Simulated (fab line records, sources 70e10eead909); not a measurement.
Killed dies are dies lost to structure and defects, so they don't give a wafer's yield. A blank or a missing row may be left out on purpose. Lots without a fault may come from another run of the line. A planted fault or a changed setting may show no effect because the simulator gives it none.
fab line records | flow nand_harc
record lots=5 wafers=15 last_day=34
route steps=1302 shown A_CHANNEL_HOLE_D1@488 A_CHANNEL_FILL_D1@490
lots that met no fault: from a run of the same line without faults
start_h: hours from the record's first day to the start of the lot's first wafer shown | wait_h: hours since the lot's step before | " the same as in the row above | L1.1+2: a row that stands for several wafers | - no value, or no start given | * or withheld: withheld | < > ~ a bound
route shown NAME@n: a module of which the file shows steps, and the number in the route of the first | usual: mean/standard deviation of fault-free wafers | same: alike in all rows | chamber/n: place in a boat | sites: the reading at each site | _std_site: their standard deviation | _edge_site: outer sites' mean less inner sites' | radius_mm: how far each site lies from the wafer's centre | mask NAME#n: copy n | behind: the tool/chamber that last shaped the wafer | hold: why the lot was held/for how many hours/how that ended | device: the transistor (n, p or np) that didn't switch | end of line: the same wafers' tests at the end of the route | a step without rows: its recipe alone | killed: dies lost to structure and defects at the first sort, not the wafer's yield | map: a wafer's dies, x killed, . not, _ none there
set.NAME: the setting as run; set.NAME@STEP: as run at that earlier step | model.NAME: the simulator's own value behind a step, which no gauge read
lots at some steps of the route; a table a step, a row a wafer
services: from which hour (start_h, from the record's first day; less than 0 if before it) a tool's chamber was out of use, for how many hours, and why
## steps
# step NHARC_A_CHANNEL_HOLE_D1_XSEM_31
# recipe landing_energy_ev=35000
# usual bot_cd_nm=74.7/1.6 bow_nm=8.59/0.23 tilt_deg=0.09/0.035
# same landing_energy_ev=35000
# columns lot.wafer tool chamber start_h wait_h bot_cd_nm bow_nm tilt_deg
L900.1 xsem-02 0 217.89 0.1 74.2 8.09 0.05
L900.4 " 0 " " 73.5 8.09 0.05
L900.5 " 0 " " 72.8 8.18 0.05
L902.1 xsem-01 0 231.47 0.1 77.2 8.35 0.10
L902.2 " 0 " " 76.5 8.29 0.10
L902.6 " 0 " " 75.2 8.34 0.10
L911.2 xsem-02 0 335.21 0.1 75.8 8.79 0.07
L911.3 " 0 " " 75.9 8.75 0.07
L911.6 " 0 " " 76.8 8.76 0.07
L915.3 xsem-02 0 362.83 0.1 72.2 8.54 0.07
L915.4 " 0 " " 73.3 8.47 0.07
L915.6 " 0 " " 75.3 8.52 0.07
L920.3 xsem-02 0 424.15 0.1 72.0 8.26 0.03
L920.4 " 0 " " 76.1 8.32 0.03
L920.6 " 0 " " 73.6 8.32 0.03
# step NHARC_A_CHANNEL_HOLE_D1_INSPECT_40
# usual raw_defect_count=73/28
# columns lot.wafer tool chamber start_h wait_h raw_defect_count
L900.1 defect_inspect-02 - 217.98 - 102
L900.4 " - " " 87
L900.5 " - " " 100
L902.1 defect_inspect-01 - 231.56 - 98
L902.2 " - " " 119
L902.6 " - " " 106
L911.2 defect_inspect-02 - 335.30 - 47
L911.3 " - " " 46
L911.6 " - " " 67
L915.3 defect_inspect-02 - 362.93 - 55
L915.4 " - " " 56
L915.6 " - " " 55
L920.3 defect_inspect-01 - 424.25 - 58
L920.4 " - " " 75
L920.6 " - " " 71
# step NHARC_A_CHANNEL_FILL_D1_PRECLEAN_00
# recipe time_s=* temp_c=50 bath_age_min=0 chemistry=SC1
# step NHARC_A_CHANNEL_FILL_D1_SRD_01
# step NHARC_A_CHANNEL_FILL_D1_ALD_02
# recipe target_thk_a=60 pulse_time_s=10 ald_cycles=60 temp_c=300 material=SiO2
# step NHARC_A_CHANNEL_FILL_D1_ALD_03
# recipe target_thk_a=60 pulse_time_s=60 ald_cycles=58 temp_c=630 pressure_torr=2 material=SiNx
# usual precursor_pulse_height_rel=0.999/0.021
# columns lot.wafer tool chamber start_h wait_h precursor_pulse_height_rel
L900.1 ald_sin_batch-03 0 - - 1.007
L900.4 " 0 " " 0.942
L900.5 " 0 " " 0.974
L902.1 ald_sin_batch-01 0 - - 1.013
L902.2 " 0 " " 1.002
L902.6 " 0 " " 0.981
L911.2 ald_sin_batch-02 0 - - 0.958
L911.3 " 0 " " 1.017
L911.6 " 0 " " 1.042
L915.3 ald_sin_batch-01 0 - - 0.987
L915.4 " 0 " " 1.015
L915.6 " 0 " " 0.964
L920.3 ald_sin_batch-03 0 - - 1.007
L920.4 " 0 " " 0.976
L920.6 " 0 " " 1.046
# step NHARC_A_CHANNEL_FILL_D1_ALD_14
# recipe target_thk_a=25 pulse_time_s=10 ald_cycles=25 temp_c=300 material=SiO2
# usual heater_power_w=467/52 precursor_pulse_height_rel=0.999/0.021
# columns lot.wafer tool chamber start_h wait_h heater_power_w precursor_pulse_height_rel
L900.1 ald_hk-01 1 225.17 0.0 407 1.018
L900.4 " 0 " " 426 0.993
L900.5 " 1 " " 419 1.017
L902.2 ald_hk-03 1 238.45 0.0 493 0.969
L902.1 " 0 " " 478 0.973
L902.6 " 2 " " 553 1.028
L911.3 ald_hk-02 1 341.56 0.1 508 0.993
L911.2 " 3 " " 482 0.999
L911.6 " 0 " " 430 1.009
L915.4 ald_hk-01 1 370.08 0.0 435 0.971
L915.3 " 0 " " 427 1.013
L915.6 " 2 " " 563 0.981
L920.3 ald_hk-01 1 431.46 0.0 438 0.980
L920.4 " 0 " " 425 1.017
L920.6 " 1 " " 426 1.036
# step NHARC_A_CHANNEL_FILL_D1_ALD_15
# recipe target_thk_a=20 pulse_time_s=60 ald_cycles=19 temp_c=630 pressure_torr=2 material=SiNx
# usual precursor_pulse_height_rel=1.000/0.02
# columns lot.wafer tool chamber start_h wait_h precursor_pulse_height_rel
L900.1 ald_sin_batch-02 0 - - 1.014
L900.4 " 0 " " 1.006
L900.5 " 0 " " 1.006
L902.1 ald_sin_batch-01 0 - - 0.979
L902.2 " 0 " " 0.994
L902.6 " 0 " " 1.006
L911.2 ald_sin_batch-01 0 - - 1.028
L911.3 " 0 " " 1.005
L911.6 " 0 " " 0.988
L915.3 ald_sin_batch-01 0 - - 1.007
L915.4 " 0 " " 1.010
L915.6 " 0 " " 0.984
L920.3 ald_sin_batch-01 0 - - 1.003
L920.4 " 0 " " 1.013
L920.6 " 0 " " 0.964
# step NHARC_A_CHANNEL_FILL_D1_ALD_16
# recipe target_thk_a=15 pulse_time_s=10 ald_cycles=15 temp_c=300 material=SiO2
# usual heater_power_w=468/49 precursor_pulse_height_rel=0.998/0.019
# columns lot.wafer tool chamber start_h wait_h heater_power_w precursor_pulse_height_rel
L900.4 ald_hk-01 1 231.20 0.9 402 0.994
L900.1 " 3 " " 411 1.025
L900.5 " 2 " " 538 0.952
L902.1 ald_hk-03 0 243.68 0.1 478 1.025
L902.2 " 2 " " 566 0.975
L902.6 " 0 " " 460 1.013
L911.2 ald_hk-03 3 347.73 1.1 403 0.968
L911.3 " 0 " " 474 0.967
L911.6 " 3 " " 397 1.022
L915.4 ald_hk-03 3 375.27 0.0 399 0.991
L915.3 " 0 " " 484 0.987
L915.6 " 3 " " 391 0.984
L920.3 ald_hk-01 2 436.79 0.2 566 0.986
L920.4 " 3 " " 470 1.027
L920.6 " 3 " " 472 1.019
# step NHARC_A_CHANNEL_FILL_D1_ANNEAL_17
# recipe temp_c=850 time_s=1800
# step NHARC_A_CHANNEL_FILL_D1_CVD_18
# recipe target_thk_a=30 temp_c=550 material=poly-Si
# step NHARC_A_CHANNEL_FILL_D1_ETCHBACK_19
# recipe target_depth_a=50 time_s=1.7 hbr_flow_sccm=150 cl2_flow_sccm=50 rf_w=400 icp_w=400 bias_w=100 chemistry=HBr/Cl2
# step NHARC_A_CHANNEL_FILL_D1_ETCHBACK_20
# recipe target_depth_a=270 time_s=13.5 c4f8_flow_sccm=withheld o2_flow_sccm=8 ar_flow_sccm=withheld rf_w=600 bias_w=1500 chemistry=C4F8/O2/Ar
# usual bias_w=1500/4.6 oes_product_au=0.96/0.038 rf_fwd_power_W=586.5/2.5 rf_vpp_V=982/6.3
# columns lot.wafer tool chamber start_h wait_h bias_w oes_product_au rf_fwd_power_W rf_hours_counter_h rf_vpp_V
L900.4 rie_diel-03 3 243.00 - 1491 0.93 589.2 6.4 983
L900.1 " 0 " " 1495 0.92 586.2 6.7 978
L900.5 " 2 " " 1510 0.93 585.2 - 972
L902.1 rie_diel-01 1 255.46 - 1499 1.02 581.1 3.4 987
L902.2 " 3 " " 1501 0.98 584.4 3.0 969
L902.6 " 0 " " 1500 1.00 586.9 - 986
L911.3 rie_diel-01 2 360.73 - 1492 0.95 589.2 9.7 986
L911.2 " 3 " " 1504 0.93 585.0 9.9 968
L911.6 " 1 " " 1496 0.95 584.0 - 988
L915.3 rie_diel-03 0 387.21 - 1505 0.83 492.6 4.2 977
L915.4 " 1 " " 1495 0.93 584.7 4.6 988
L915.6 " 1 " " 1492 0.94 585.7 - 987
L920.4 rie_diel-04 0 449.47 - 1498 0.98 585.3 6.4 982
L920.3 " 1 " " 1498 0.99 582.5 3.6 987
L920.6 " 3 " " 1499 1.00 593.9 - 988
# step NHARC_A_CHANNEL_FILL_D1_STRIP_28
# recipe time_s=20 o2_flow_sccm=500 ar_flow_sccm=0 bias_w=0 chemistry=O2
## services
# columns tool chamber start_h hours kind
rie_diel-01 - 203.82 9.0 pm
ald_hk-03 - 222.52 10.0 pm
rie_diel-01 0 230.88 14.8 repair
rie_diel-03 0 236.72 1.6 repair
rie_diel-01 2 261.29 4.9 repair
ald_sin_batch-02 - 266.00 26.0 pm
rie_diel-03 - 281.30 9.0 pm
rie_diel-01 1 285.59 5.6 repair
ald_hk-01 - 296.00 10.0 pm
ald_hk-01 0 296.00 10.0 vent_cycle
ald_hk-01 1 296.00 10.0 vent_cycle
ald_hk-01 2 296.00 10.0 vent_cycle
ald_hk-01 3 296.00 10.0 vent_cycle
ald_hk-01 0 306.00 - clean
ald_hk-01 1 306.00 - clean
rie_diel-04 - 317.41 0.2 repair
rie_diel-01 1 336.19 5.9 repair
rie_diel-04 - 354.90 9.0 pm
rie_diel-01 - 366.70 0.3 repair
xsem-01 - 374.00 14.0 pm
rie_diel-01 - 380.82 9.0 pm
ald_hk-03 - 400.52 10.0 pm
rie_diel-01 0 409.81 2.9 repair
rie_diel-04 1 427.59 1.7 repair
## key
first_sign step=NHARC_A_CHANNEL_FILL_D1_ETCHBACK_20 reading=rf_fwd_power_W direction=down sigmas=37 usual=* struck=*
effect step=NHARC_A_CHANNEL_FILL_D1_ETCHBACK_20 reading=oes_product_au direction=down sigmas=3.5 usual=0.96 struck=0.83
met_at NHARC_A_CHANNEL_FILL_D1_ETCHBACK_20
struck_wafers L915.3
tester_left_out L915
onset_between 243.00 387.21
fault kind=process_parameter_drift tool=rie_diel-03 chamber=0 onset_h=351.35 steps=NHARC_A_CHANNEL_FILL_D1_ETCHBACK_20 channel=rf_w offset=* shape=step end_h=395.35 acts_in=* stated=*
# tester_left_out: of these lots the tester's yield and bins aren't shown, on N5 and GAA mostly nor the transistor test; their killed dies are dies lost to structure and defects alone, not to doping, threshold or leakage, so they don't give the yield
